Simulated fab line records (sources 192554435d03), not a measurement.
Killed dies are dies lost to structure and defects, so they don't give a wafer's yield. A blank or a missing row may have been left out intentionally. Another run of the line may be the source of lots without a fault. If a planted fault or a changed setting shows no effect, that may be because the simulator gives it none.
fab line records | flow n5-finfet
record: lots: 7 | wafers: 21
route steps=1938 shown MIM_TOP@1838 PASSIVATION@1929
start-h: the number of hours between the record's first day and the start of the first shown wafer of the lot | wait-h: hours elapsed since this lot's preceding step | " as in the row above | L1.1+2: one row covering several wafers at once | - no value, or no start given | * or withheld: withheld | < > ~ a bound
route shown NAME@n: NAME is a module with steps in the file, n the number in the route of the first one | usual: the fault-free wafers' mean and standard deviation | same: alike in all rows | chamber/n: place in a boat | sites: each site's reading | _std_site: their standard deviation | _edge_site: inner sites' mean taken away from outer sites' mean | radius-mm: how far each site lies from the wafer's centre | mask NAME#n: copy n | behind: the tool/chamber that last shaped the wafer | hold: cause of the lot's hold/its duration in hours/its outcome | device: names the non-switching transistor (n, p or np) | end of line: at the end of the route, the tests of the same wafers | where a step has no rows: the recipe by itself | killed: count of dies lost to structure and defects at first sort (not the wafer's yield) | map: shows each die of a wafer: x if killed, . if not, _ if none is there
set.NAME: the setting that was run; set.NAME@STEP: the one run at that earlier step | model.NAME: the simulator's own value behind a step, which no gauge read
one table per step and one row per wafer, for lots whose settings were changed on purpose
== steps ==
step: N5_MIM_TOP_SPUTTER_03
recipe: material: TiN | target-thk-a: 350 | temp-c: 200 | power-w: 3000 | chamber-pressure-pa: 0.49996 | gas: Ar | reactive-partial-pa: 0.37997 | time-s: 89.7
lot.wafer | tool           | chamber | start-h | wait-h | set.power-w | model.TiN_of_MIM_TOP_SPUTTER_03.thk-nm
L078.2+5  | pvd-sputter-03 | -       | 300.27  | 0.0    | 3000        | 35.4
L078.4    | "              | -       | "       | "      | 3000        | 35.2
L082.3    | pvd-sputter-03 | -       | 335.40  | 0.0    | 3000        | 35
L082.4    | "              | -       | "       | "      | 3498        | 41
L082.5    | "              | -       | "       | "      | 3000        | 34.8
L087.2+3  | pvd-sputter-02 | -       | 340.06  | 0.0    | 3000        | 34.8
L087.6    | "              | -       | "       | "      | 3000        | 34.6
L089.2    | pvd-sputter-02 | -       | 346.10  | 0.0    | 3000        | 34.2
L089.3    | "              | -       | "       | "      | 2623        | 30.4
L089.5    | "              | -       | "       | "      | 3000        | 34.8
L088.1    | pvd-sputter-01 | -       | 359.93  | 0.0    | 3000        | 35.4
L088.2    | "              | -       | "       | "      | 2626        | 30.8
L088.3    | "              | -       | "       | "      | 2626        | 30.6
L092.1    | pvd-sputter-03 | -       | 360.01  | 0.0    | 3000        | 35.4
L092.2+5  | "              | -       | "       | "      | 2666        | 31.2
L095.1    | pvd-sputter-02 | -       | 391.65  | 0.0    | 3000        | 34.8
L095.4    | "              | -       | "       | "      | 2781        | 32.4
L095.6    | "              | -       | "       | "      | 3000        | 34.6
step: N5_PASSIVATION_PASS_ETCH_47
recipe: chemistry: CF4/O2 | target: SiNx | target-depth-a: 7700 | time-s: 385 | ion-energy-ev: 100 | pressure-mtorr: 40 | source-w: 535 | bias-w: 49 | Ar_flow_sccm: 100 | cf4-flow-sccm: 100 | O2_flow_sccm: 10
lot.wafer | tool        | chamber | start-h | wait-h | set.time-s | model.etch.depth-nm
L078.2    | rie-diel-05 | 0       | 307.25  | 0.0    | 385        | 771.7
L078.4    | "           | 1       | "       | "      | 385        | 729.3
L078.5    | "           | 1       | "       | "      | 385        | 725.9
L082.3    | rie-diel-05 | 0       | 342.16  | 0.0    | 385        | 768.3
L082.4    | "           | 0       | "       | "      | 359.5      | 714.3
L082.5    | "           | 3       | "       | "      | 385        | 774.3
L087.2    | rie-diel-03 | 0       | 346.87  | 0.0    | 385        | 739.7
L087.3    | "           | 2       | "       | "      | 385        | 735.8
L087.6    | "           | 1       | "       | "      | 439.5      | 860.6
L089.2    | rie-diel-01 | 2       | 353.97  | 0.0    | 385        | 796.8
L089.3    | "           | 1       | "       | "      | 343        | 688.4
L089.5    | "           | 2       | "       | "      | 343        | 713.2
L088.1    | rie-diel-01 | 3       | 367.01  | 0.0    | 462.9      | 973.4
L088.2    | "           | 2       | "       | "      | 385        | 791.1
L088.3    | "           | 0       | "       | "      | 385        | 766.8
L092.1    | rie-diel-03 | 2       | 367.51  | 0.0    | 385        | 741.1
L092.2    | "           | 1       | "       | "      | 385        | 750.8
L092.5    | "           | 0       | "       | "      | 300.8      | 575.1
L095.1    | rie-diel-05 | 1       | 404.02  | 0.0    | 385        | 762.7
L095.4    | "           | 2       | "       | "      | 385        | 744.8
L095.6    | "           | 2       | "       | "      | 352.4      | 673.3
step: N5_PASSIVATION_ETCH_54
recipe: chemistry: CHF3/O2 | target: SiO2 | target-depth-a: 8800 | CHF3_flow_sccm: 50 | O2_flow_sccm: 5 | Ar_flow_sccm: 200 | time-s: 440 | mask-material: PR | pressure-mtorr: 30 | source-w: 650 | bias-w: 170 | ion-energy-ev: 200
step: N5_PASSIVATION_STRIP_48
recipe: chemistry: O2 | power-w: 600 | temp-c: 60 | pressure-mtorr: 30 | rf-frequency-hz: 6e+07 | bias-power-w: 0 | overash-fraction: 0.5 | o2-flow-sccm: 225
step: N5_PASSIVATION_SRD_72
recipe: dry: ipa-marangoni | time-s: 30 | temp-c: 23 | rinse-liquid: diw
step: N5_PASSIVATION_ANNEAL_56
recipe: temp-c: 400 | time-s: 1800 | ambient: FGA | idle-temp-c: 300 | ramp-up-c-per-min: 5 | ramp-down-c-per-min: 3
step: N5_PASSIVATION_PROBE_49
usual: defect-limited-yield: 90.9/1.6 | killed_at_M0_to_M3: 34/11 | killed_at_M4_up: 14/5.7 | killed-at-contacts: 13/6.5 | killed-at-front-end: 43/11 | killed-at-other: 4/3.1 | killed-dies: 107/19 | killed-open: 71/14 | killed-short: 35/7.9 | sort_bin_5_function: 5.3/1.1 | sort_bin_6_memory: 3.4/0.74 | sort-n-pass: 1073/19 | sort-yield-pct: 90.9/1.6
same: gross-dies: 1180 | killed-at-back-side: 0 | sort_bin_4_leakage[%]: 0 | sort_bin_8_speed[%]: 0
lot.wafer | tool      | chamber | start-h | wait-h | set.time-s@PASSIVATION_PASS_ETCH_47 | defect-limited-yield[%] | killed_at_M0_to_M3 | killed_at_M4_up | killed-at-contacts | killed-at-front-end | killed-at-other | killed-dies | killed-open | killed-short | sort_bin_5_function[%] | sort_bin_6_memory[%] | sort-n-pass | sort-yield-pct[%]
L078.2    | prober-02 | -       | 310.31  | 0.1    | 385                                 | 89.2                    | 66                 | 7               | 10                 | 44                  | 1               | 128         | 81          | 46           | 6.5                    | 4.1                  | 1052        | 89.2
L078.4    | prober-02 | -       | 310.41  | 0.2    | 385                                 | 90.5                    | 32                 | 19              | 13                 | 46                  | 2               | 112         | 76          | 35           | 4.8                    | 4.4                  | 1068        | 90.5
L078.5    | prober-02 | -       | 310.46  | 0.2    | 385                                 | 90.4                    | 38                 | 7               | 19                 | 41                  | 8               | 113         | 78          | 34           | 5.5                    | 3.8                  | 1067        | 90.4
L082.3    | prober-01 | -       | 345.76  | 0.1    | 385                                 | 24.4                    | 37                 | 16              | 30                 | 804                 | 5               | 892         | 96          | 43           | 48.5                   | 20.3                 | 288         | 24.4
L082.4    | prober-01 | -       | 345.81  | 0.2    | 359.5                               | 0                       | 30                 | 17              | 26                 | 839                 | 268             | 1180        | 95          | 32           | 53.8                   | 19.4                 | 0           | 0
L082.5    | prober-01 | -       | 345.86  | 0.2    | 385                                 | 90.8                    | 29                 | 10              | 20                 | 44                  | 5               | 108         | 73          | 35           | 5.0                    | 3.6                  | 1072        | 90.8
L087.2    | prober-02 | -       | 349.97  | 0.1    | 385                                 | 90.7                    | 27                 | 14              | 17                 | 51                  | 1               | 110         | 79          | 31           | 5.3                    | 3.4                  | 1070        | 90.7
L087.3    | prober-02 | -       | 350.02  | 0.1    | 385                                 | 10.8                    | 37                 | 16              | 13                 | 983                 | 4               | 1053        | 81          | 30           | 84.9                   | 4.2                  | 127         | 10.8
L087.6    | prober-02 | -       | 350.17  | 0.3    | 439.5                               | 4.1                     | 1047               | 12              | 20                 | 51                  | 2               | 1132        | 81          | 40           | 70.3                   | 12.5                 | 48          | 4.1
L089.2    | prober-02 | -       | 357.19  | 0.1    | 385                                 | 85.3                    | 39                 | 30              | 18                 | 82                  | 5               | 174         | 81          | 40           | 8.5                    | 5.9                  | 1006        | 85.3
L089.3    | prober-02 | -       | 357.24  | 0.1    | 343                                 | 52.8                    | 299                | 24              | 18                 | 200                 | 16              | 557         | 66          | 30           | 31.9                   | 13.5                 | 623         | 52.8
L089.5    | prober-02 | -       | 357.34  | 0.2    | 343                                 | 90.9                    | 42                 | 15              | 6                  | 42                  | 2               | 107         | 68          | 33           | 5.3                    | 3.1                  | 1073        | 90.9
L088.1    | prober-01 | -       | 370.13  | 0.0    | 462.9                               | 49.5                    | 550                | 6               | 4                  | 34                  | 2               | 596         | 40          | 23           | 32.0                   | 15.0                 | 584         | 49.5
L088.2    | prober-01 | -       | 370.18  | 0.1    | 385                                 | 45.7                    | 572                | 14              | 6                  | 40                  | 9               | 641         | 63          | 37           | 33.0                   | 17.9                 | 539         | 45.7
L088.3    | prober-01 | -       | 370.23  | 0.1    | 385                                 | 85.8                    | 23                 | 10              | 9                  | 122                 | 3               | 167         | 46          | 44           | 10.1                   | 3.6                  | 1013        | 85.8
L092.1    | prober-02 | -       | 370.52  | 0.0    | 385                                 | 15.3                    | 23                 | 12              | 9                  | 954                 | 1               | 999         | 37          | 23           | 82.2                   | 1.9                  | 181         | 15.3
L092.2    | prober-02 | -       | 370.57  | 0.1    | 385                                 | 15.2                    | 51                 | 15              | 10                 | 917                 | 8               | 1001        | 73          | 40           | 81.4                   | 3.0                  | 179         | 15.2
L092.5    | prober-02 | -       | 370.72  | 0.2    | 300.8                               | 0                       | 32                 | 79              | 5                  | 875                 | 189             | 1180        | 56          | 28           | 97.7                   | 2.2                  | 0           | 0
L095.1    | prober-01 | -       | 407.05  | 0.0    | 385                                 | 91.6                    | 26                 | 13              | 8                  | 41                  | 11              | 99          | 58          | 34           | 5.4                    | 2.5                  | 1081        | 91.6
L095.4    | prober-01 | -       | 407.20  | 0.2    | 385                                 | 91.9                    | 30                 | 9               | 5                  | 46                  | 5               | 95          | 66          | 28           | 5.1                    | 2.7                  | 1085        | 91.9
L095.6    | prober-01 | -       | 407.30  | 0.3    | 352.4                               | 82.9                    | 27                 | 5               | 7                  | 48                  | 115             | 202         | 58          | 30           | 14.2                   | 2.6                  | 978         | 82.9
killed by level:class
L078.2 BEOL_M0_SAQP:geometric-particle:short=23 BEOL_M0_SAQP:geometric-particle:open=16 FIN_SAQP:geometric-particle:open=12 BEOL_M1:geometric-particle:open=10 MOL_CONTACT_COAG:geometric-particle:open=9 STI_FIN_REVEAL:geometric-particle:open=9 BEOL_M3:geometric-particle:open=9 BEOL_M1:geometric-particle:short=5
L078.4 STI_FIN_REVEAL:geometric-particle:open=13 MOL_CONTACT_COAG:geometric-particle:open=11 FIN_SAQP:geometric-particle:open=8 FIN_SAQP:geometric-particle:short=8 BEOL_M4:geometric-particle:open=8 BEOL_M0_SAQP:geometric-particle:open=6 ILD0:geometric-particle:short=5 BEOL_M1:geometric-particle:short=5
L078.5 MOL_CONTACT_COAG:geometric-particle:open=17 STI_FIN_REVEAL:geometric-particle:open=14 FIN_SAQP:geometric-particle:open=10 BEOL_M0_SAQP:geometric-particle:short=10 BEOL_M0_SAQP:geometric-particle:open=9 BEOL_M1:geometric-particle:open=9 PASS1_CAP:geometric-particle:short=5 BEOL_M1:geometric-particle:short=4
L082.3 GATE_CUT:area-expose=753 MOL_CONTACT_COAG:geometric-particle:open=19 FIN_SAQP:geometric-particle:open=13 MOL_CONTACT_COAG:geometric-particle:short=11 BEOL_M0_SAQP:geometric-particle:open=10 FIN_SAQP:geometric-particle:short=9 STI_FIN_REVEAL:geometric-particle:open=9 BEOL_M2:geometric-particle:open=8
L082.4 GATE_CUT:area-expose=790 MIM_TOP:area-sputter=263 FIN_SAQP:geometric-particle:open=23 MOL_CONTACT_COAG:geometric-particle:open=22 FIN_SAQP:geometric-particle:short=9 BEOL_M2:geometric-particle:open=7 BEOL_M0_SAQP:geometric-particle:open=6 BEOL_M1:geometric-particle:open=5
L082.5 MOL_CONTACT_COAG:geometric-particle:open=16 BEOL_M2:geometric-particle:open=13 FIN_SAQP:geometric-particle:open=12 FIN_SAQP:geometric-particle:short=7 STI_FIN_REVEAL:geometric-particle:open=7 GATE_CUT:geometric-particle:short=7 BEOL_M4:geometric-particle:open=5 MOL_CONTACT_COAG:geometric-particle:short=4
L087.2 STI_FIN_REVEAL:geometric-particle:open=19 MOL_CONTACT_COAG:geometric-particle:open=12 BEOL_M3:geometric-particle:open=11 BEOL_M4:geometric-particle:open=10 GATE_CUT:geometric-particle:short=8 DUMMY_GATE:geometric-particle:open=6 FIN_SAQP:geometric-particle:open=5 MOL_CONTACT_COAG:geometric-particle:short=5
L087.3 FIN_SAQP:area-ald=942 STI_FIN_REVEAL:geometric-particle:open=13 MOL_CONTACT_COAG:geometric-particle:open=13 BEOL_M1:geometric-particle:open=9 BEOL_M0_SAQP:geometric-particle:short=7 FIN_SAQP:geometric-particle:open=5 FIN_SAQP:geometric-particle:short=5 BEOL_M0:geometric-particle:open=5
L087.6 BEOL_M1:area-expose=1008 MOL_CONTACT_COAG:geometric-particle:open=17 STI_FIN_REVEAL:geometric-particle:open=13 BEOL_M0_SAQP:geometric-particle:open=12 FIN_SAQP:geometric-particle:short=9 BEOL_M0_SAQP:geometric-particle:short=8 GATE_CUT:geometric-particle:short=7 BEOL_M2:geometric-particle:open=7
L089.2 GATE_CUT:area-expose=51 MOL_CONTACT_COAG:geometric-particle:open=17 BEOL_M4:geometric-particle:open=16 BEOL_M1:geometric-particle:short=8 BEOL_M3:geometric-particle:open=8 FIN_SAQP:geometric-particle:short=7 BEOL_M4:geometric-particle:short=7 BEOL_M2:geometric-particle:open=6
L089.3 BEOL_M1:area-expose=269 FIN_SAQP:area-ald=134 GATE_CUT:area-expose=44 MOL_CONTACT_COAG:geometric-particle:open=14 PASSIVATION:area-etch=13 BEOL_M4:geometric-particle:open=6 FIN_SAQP:geometric-particle:open=5 BEOL_M0_SAQP:geometric-particle:open=5
L089.5 FIN_SAQP:geometric-particle:open=11 BEOL_M3:geometric-particle:open=10 FIN_SAQP:geometric-particle:short=8 BEOL_M4:geometric-particle:open=8 BEOL_M0_SAQP:geometric-particle:short=7 BEOL_M1:geometric-particle:open=7 STI_FIN_REVEAL:geometric-particle:open=6 BEOL_M0_SAQP:geometric-particle:open=5
L088.1 BEOL_M1:area-expose=528 BEOL_M3:geometric-particle:open=6 GATE_CUT:geometric-particle:open=5 BEOL_M0_SAQP:geometric-particle:short=5 STI_FIN_REVEAL:geometric-particle:open=4 DUMMY_GATE:geometric-particle:open=4 GATE_CUT:geometric-particle:short=4 HKMG_FIN:area-etch=4
L088.2 BEOL_M1:area-expose=541 BEOL_M3:geometric-particle:open=8 BEOL_M0_SAQP:geometric-particle:short=6 FIN_SAQP:geometric-particle:open=5 STI_FIN_REVEAL:geometric-particle:open=5 DUMMY_GATE:geometric-particle:open=5 GATE_CUT:geometric-particle:short=5 BEOL_M2:geometric-particle:open=5
L088.3 FIN_SAQP:area-ald=77 FIN_SAQP:geometric-particle:short=9 GATE_CUT:geometric-particle:short=8 STARTING-WAFER:geometric-particle:short=8 MOL_CONTACT_COAG:geometric-particle:open=6 BEOL_M3:geometric-particle:short=5 BEOL_M3:geometric-particle:open=5 BEOL_M4:geometric-particle:open=5
L092.1 FIN_SAQP:area-ald=938 BEOL_M0_SAQP:geometric-particle:short=7 MOL_CONTACT_COAG:geometric-particle:open=7 STI_FIN_REVEAL:geometric-particle:open=6 BEOL_M0_SAQP:geometric-particle:open=6 BEOL_M2:geometric-particle:open=3 BEOL_M4:geometric-particle:short=3 BEOL_M4:geometric-particle:open=3
L092.2 FIN_SAQP:area-ald=887 BEOL_M0_SAQP:geometric-particle:short=13 STI_FIN_REVEAL:geometric-particle:open=10 BEOL_M1:geometric-particle:open=10 BEOL_M3:geometric-particle:open=9 MOL_CONTACT_COAG:geometric-particle:open=8 BEOL_M0:geometric-particle:open=6 BEOL_M4:geometric-particle:open=6
L092.5 FIN_SAQP:area-ald=845 PASSIVATION:area-etch=189 BEOL_M11:area-etch=60 BEOL_M0_SAQP:geometric-particle:open=11 BEOL_M0_SAQP:geometric-particle:short=9 STI_FIN_REVEAL:geometric-particle:open=8 BEOL_M4:geometric-particle:open=7 STARTING-WAFER:geometric-particle:open=6
L095.1 STI_FIN_REVEAL:geometric-particle:open=9 BEOL_M0_SAQP:geometric-particle:open=8 FIN_SAQP:geometric-particle:open=7 MOL_CONTACT_COAG:geometric-particle:open=7 FIN_SAQP:geometric-particle:short=6 DUMMY_GATE:geometric-particle:open=5 BEOL_M0_SAQP:geometric-particle:short=5 BEOL_M0:geometric-particle:short=5
L095.4 FIN_SAQP:geometric-particle:short=11 FIN_SAQP:geometric-particle:open=10 BEOL_M0_SAQP:geometric-particle:open=7 STI_FIN_REVEAL:geometric-particle:open=6 BEOL_M1:geometric-particle:open=6 BEOL_M3:geometric-particle:open=5 GATE_CUT:geometric-particle:open=4 GATE_CUT:geometric-particle:short=4
L095.6 PASSIVATION:area-etch=110 STI_FIN_REVEAL:geometric-particle:open=16 BEOL_M0_SAQP:geometric-particle:open=8 FIN_SAQP:geometric-particle:short=6 MOL_CONTACT_COAG:geometric-particle:open=5 BEOL_M0_SAQP:geometric-particle:short=5 GATE_CUT:geometric-particle:short=4 GATE_CUT:geometric-particle:open=4
== key ==
split: step: N5_MIM_TOP_SPUTTER_03 | setting: power-w | stated: 3000 | by: wafer
response: step: N5_MIM_TOP_SPUTTER_03 | reading: model.TiN_of_MIM_TOP_SPUTTER_03.thk-nm | change: +0.359 | per: 1% | r: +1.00
split: step: N5_PASSIVATION_PASS_ETCH_47 | setting: time-s | stated: 385 | by: wafer
response: step: N5_PASSIVATION_PASS_ETCH_47 | reading: model.etch.depth-nm | change: +8.7 | per: 1% | r: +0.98
response: step: N5_PASSIVATION_PROBE_49 | reading: killed-at-other | shape: bent | at-lowest: 189 | at-stated: 5 | at-highest: 2
